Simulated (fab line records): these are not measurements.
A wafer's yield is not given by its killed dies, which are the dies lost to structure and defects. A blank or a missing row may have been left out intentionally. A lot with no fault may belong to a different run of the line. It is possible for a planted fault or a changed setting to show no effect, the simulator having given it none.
Lot-split experiment / flow n5 finfet / 21 wafers read from 7 lots, route of 1938 steps

THE SPLIT
At N5_FIN_SAQP_FIN_ETCH_36 (etches the open film in HBr/Cl2/O2, target depth 120 nm, time 50.4 s), the setting icp w was moved away from the recipe's 800 W on 3 of the 21 wafers read, by -9.2% to +16.5%. All remaining wafers had this setting at the recipe value.

The reading is taken at the split's own step.

THE READING
etch.depth nm (the simulator's own value, which no gauge read), in nm, at N5_FIN_SAQP_FIN_ETCH_36 (etches the open film in HBr/Cl2/O2, target depth 120 nm, time 50.4 s). The file gives no usual value for it. The 18 wafers here that ran the recipe average 120.4 nm, standard deviation 1.4 nm.

wafer=L074.3; tool, chamber at the split=rie si-04, 0; icp w as run, W=800; against the recipe=recipe; etch.depth nm, nm=120.9; against lot-mates on the recipe=-
wafer=L074.4; tool, chamber at the split=rie si-04, 3; icp w as run, W=800; against the recipe=recipe; etch.depth nm, nm=118.7; against lot-mates on the recipe=-
wafer=L074.6; tool, chamber at the split=rie si-04, 1; icp w as run, W=931.7; against the recipe=+16.5%; etch.depth nm, nm=131.6; against lot-mates on the recipe=+11.8
wafer=L078.1; tool, chamber at the split=rie si-03, 3; icp w as run, W=800; against the recipe=recipe; etch.depth nm, nm=119.4; against lot-mates on the recipe=-
wafer=L078.2; tool, chamber at the split=rie si-03, 1; icp w as run, W=800; against the recipe=recipe; etch.depth nm, nm=122.2; against lot-mates on the recipe=-
wafer=L078.4; tool, chamber at the split=rie si-03, 0; icp w as run, W=800; against the recipe=recipe; etch.depth nm, nm=120; against lot-mates on the recipe=-
wafer=L083.4; tool, chamber at the split=rie si-04, 1; icp w as run, W=800; against the recipe=recipe; etch.depth nm, nm=119.9; against lot-mates on the recipe=-
wafer=L083.5; tool, chamber at the split=rie si-04, 1; icp w as run, W=800; against the recipe=recipe; etch.depth nm, nm=120.3; against lot-mates on the recipe=-
wafer=L083.6; tool, chamber at the split=rie si-04, 0; icp w as run, W=800; against the recipe=recipe; etch.depth nm, nm=121.7; against lot-mates on the recipe=-
wafer=L087.2; tool, chamber at the split=rie si-03, 2; icp w as run, W=800; against the recipe=recipe; etch.depth nm, nm=120.7; against lot-mates on the recipe=-
wafer=L087.3; tool, chamber at the split=rie si-03, 1; icp w as run, W=800; against the recipe=recipe; etch.depth nm, nm=122; against lot-mates on the recipe=-
wafer=L087.6; tool, chamber at the split=rie si-03, 0; icp w as run, W=800; against the recipe=recipe; etch.depth nm, nm=120; against lot-mates on the recipe=-
wafer=L089.2; tool, chamber at the split=rie si-03, 3; icp w as run, W=800; against the recipe=recipe; etch.depth nm, nm=120.7; against lot-mates on the recipe=-
wafer=L089.3; tool, chamber at the split=rie si-03, 2; icp w as run, W=800; against the recipe=recipe; etch.depth nm, nm=123; against lot-mates on the recipe=-
wafer=L089.4; tool, chamber at the split=rie si-03, 0; icp w as run, W=800; against the recipe=recipe; etch.depth nm, nm=121.6; against lot-mates on the recipe=-
wafer=L091.2; tool, chamber at the split=rie si-05, 2; icp w as run, W=800; against the recipe=recipe; etch.depth nm, nm=117.2; against lot-mates on the recipe=-
wafer=L091.3; tool, chamber at the split=rie si-05, 3; icp w as run, W=726.3; against the recipe=-9.2%; etch.depth nm, nm=116.1; against lot-mates on the recipe=-1.5
wafer=L091.4; tool, chamber at the split=rie si-05, 0; icp w as run, W=800; against the recipe=recipe; etch.depth nm, nm=118; against lot-mates on the recipe=-
wafer=L096.1; tool, chamber at the split=rie si-05, 3; icp w as run, W=800; against the recipe=recipe; etch.depth nm, nm=121.1; against lot-mates on the recipe=-
wafer=L096.4; tool, chamber at the split=rie si-05, 2; icp w as run, W=921.2; against the recipe=+15.1%; etch.depth nm, nm=125.6; against lot-mates on the recipe=+5.2
wafer=L096.6; tool, chamber at the split=rie si-05, 0; icp w as run, W=800; against the recipe=recipe; etch.depth nm, nm=119.8; against lot-mates on the recipe=-

FIT RESULTS
A straight line over all 21 wafers: etch.depth nm changes by +0.516 nm for each +1% of icp w; r = +0.86; the points scatter about the line by 1.7 nm.
The same after taking each lot's own level away (the mean of its wafers on the recipe; 21 wafers): +0.48 nm for each +1%; r = +0.87; scatter 1.5 nm.
That fit puts the effect of the largest move of icp w on the reading at 7.9 nm.
The lots' own levels span 117.60 to 121.77 nm, that is 2.9 times the standard deviation above.
The two slopes are in agreement: the lot-to-lot level therefore moves the slope only a little.
Check: +4.88 nm against its lot-mates is what the line predicts for one of the wafers moved furthest among these (+16.5%) when that wafer is left out of the fit. It came out at +11.8 nm against them.

ADDITIONAL SPLITS CARRIED BY THESE WAFERS
These wafers also went through other splits before the reading. Each is held against what the fit with the lots' levels taken away leaves over:
other split on the same wafers=N5_WELL_APT_EXPOSE_05 dose mj; wafers away from the commonest value=5; r with etch.depth nm (lot level and that fit taken away)=+0.31
other split on the same wafers=N5_WELL_APT_DESCUM_13 time s; wafers away from the commonest value=6; r with etch.depth nm (lot level and that fit taken away)=-0.13
other split on the same wafers=N5_PMOS_HMC_CHANNEL_EPI_COAT_03 spin rpm; wafers away from the commonest value=9; r with etch.depth nm (lot level and that fit taken away)=+0.06
other split on the same wafers=N5_PMOS_HMC_CHANNEL_EPI_PEB_07 peb time s; wafers away from the commonest value=8; r with etch.depth nm (lot level and that fit taken away)=-0.34

THE WHOLE CHAIN: every reading that the file lists as answering this split, in the file's order
step=N5_FIN_SAQP_FIN_ETCH_36; what it does=etches the open film in HBr/Cl2/O2, target depth 120 nm, time 50.4 s; reading=FIN_SAQP.feature depth nm (the simulator's own value, which no gauge read); change (the file's fit)=+0.486 nm for each +1% of the setting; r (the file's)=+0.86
step=N5_FIN_SAQP_FIN_ETCH_36; what it does=etches the open film in HBr/Cl2/O2, target depth 120 nm, time 50.4 s; reading=etch.depth nm (the simulator's own value, which no gauge read); change (the file's fit)=+0.489 nm for each +1% of the setting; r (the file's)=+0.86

THE FILE'S OWN FIT
etch.depth nm changes by +0.489 nm for each +1% of icp w, r = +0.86.
